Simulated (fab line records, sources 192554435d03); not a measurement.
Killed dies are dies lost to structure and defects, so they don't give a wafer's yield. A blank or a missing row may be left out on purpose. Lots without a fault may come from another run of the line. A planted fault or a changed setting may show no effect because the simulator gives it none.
A struck lot beside a sound one | flow n5_finfet | 14 steps out of a route of 1938
Sound: wafers L299.1, L299.4, L299.6. Struck: wafers L291.1, L291.5, L291.6. The cause comes at the end.
At each step with rows: each side's tool, then ch and its chambers, then its first start. Under that, the readings that differ: sound wafers | struck wafers | difference of the means | sigmas: that difference in standard deviations of wafers without a fault.
alike: readings whose means differ by less than 2 such deviations, and words and numbers that are the same on both sides. not compared: withheld readings, readings that some wafer has no value for, bounds like >300 that may hide the same value, and numbers for which the record gives no deviation and whose values overlap.
The two part at a step that has a row with sigmas, a row that says differs or no value, or rows on one side only. Numbers that don't overlap but have no deviation are shown without sigmas and don't part them. A reading that every wafer of one side lacks parts them only if that side has two wafers or more.

N5_BEOL_M8_ETCH_62: etches SOC in N2/H2, target depth 110 nm, overetch 22 nm, time 165 s.
  sound on rie_diel-03 ch 1,3, day 14 14:05; struck on rie_diel-04 ch 0,1,3, day 12 11:55
  reading                         | sound             | struck            | difference | sigmas
  rf_vpp_V (V)                    | 527.6 526.9 527.3 | 522.8 522.8 520.5 | -5.2       | -2
  showerhead_plenum_p_Torr (Torr) | 2.73 2.67 2.72    | 2.44 2.47 2.43    | -0.26      | -3
  alike: chamber_pressure_mTorr, drypump_motor_current_A, h2_flow_sccm, oes_product_au, throttle_valve_pct
  not compared: rf_hours_counter_h
then, 1 step without rows for these wafers: N5_BEOL_M8_STRIP_68 (strips in N2/H2).
N5_BEOL_M8_STRIP_67: strips in CF4.
  sound on rie_diel-03 ch 1,3, day 14 14:13; struck on rie_diel-04 ch 0,1,3, day 12 12:03
  reading                         | sound             | struck            | difference | sigmas
  rf_vpp_V (V)                    | 273.4 273.1 274.1 | 270.0 269.7 267.9 | -4.3       | -3
  showerhead_plenum_p_Torr (Torr) | 1.90 1.87 1.90    | 1.75 1.75 1.73    | -0.15      | -3
  alike: chamber_pressure_mTorr, drypump_motor_current_A, oes_product_au, throttle_valve_pct
  not compared: rf_hours_counter_h
N5_BEOL_M8_HM_OPEN_17: chemistry Cl2/BCl3, target TiN, target depth 20 nm, overetch 6 nm.
  sound on rie_metal-01 ch 0,1, day 14 14:16; struck on rie_metal-03 ch 0,1, day 12 12:06
  alike: bcl3_flow_sccm, chamber_pressure_mTorr, drypump_motor_current_A, oes_product_au, throttle_valve_pct
  not compared: rf_hours_counter_h
N5_BEOL_M8_STRIP_19: strips in O2.
  sound on rie_diel-04 ch 0,3, day 14 14:34; struck on rie_diel-06 ch 0,1,3, day 12 12:13
  reading             | sound             | struck            | difference | sigmas
  o2_flow_sccm (sccm) | 224.2 225.2 225.3 | 225.3 226.8 227.0 | +1.5       | +2
  alike: chamber_pressure_mTorr, drypump_motor_current_A, oes_product_au, rf_vpp_V, showerhead_plenum_p_Torr, throttle_valve_pct
  not compared: rf_hours_counter_h
N5_BEOL_M8_CD_MEAS_18: pitch 80 nm, target cd 40 nm.
  sound on cd_sem-01, day 14 14:38; struck on cd_sem-02, day 12 12:17
  alike: cd_nm
then, 6 steps without rows for these wafers: N5_BEOL_M8_COAT_63 (time 60 s, resist thk 60 nm); N5_BEOL_M8_COAT_64 (time 60 s, resist thk 12 nm); N5_BEOL_M8_COAT_71 (time 60 s, resist thk 5 nm); N5_BEOL_M8_COAT_22 (resist thk 30 nm); N5_BEOL_M8_EBR_24; N5_BEOL_M8_SOFTBAKE_23 (time 60 s).
N5_BEOL_M8_EXPOSE_25: exposes mask V7, target cd 40 nm.
  sound on euv_scanner-01 ch 0, day 14 15:48; struck on euv_scanner-01, day 12 12:43
  no value came back on the struck wafers for exposure_dose_mJ_cm2, focus_offset_nm (nm), sigma_inner; on the sound wafers exposure_dose_mJ_cm2 reads 42.31 42.33 42.38
  alike: mask
then, 1 step without rows for these wafers: N5_BEOL_M8_PEB_26 (peb time 60 s).

WHERE THEY PART
First at N5_BEOL_M8_ETCH_62; last, within this record, at N5_BEOL_M8_EXPOSE_25.

WHY: what the simulator had put in
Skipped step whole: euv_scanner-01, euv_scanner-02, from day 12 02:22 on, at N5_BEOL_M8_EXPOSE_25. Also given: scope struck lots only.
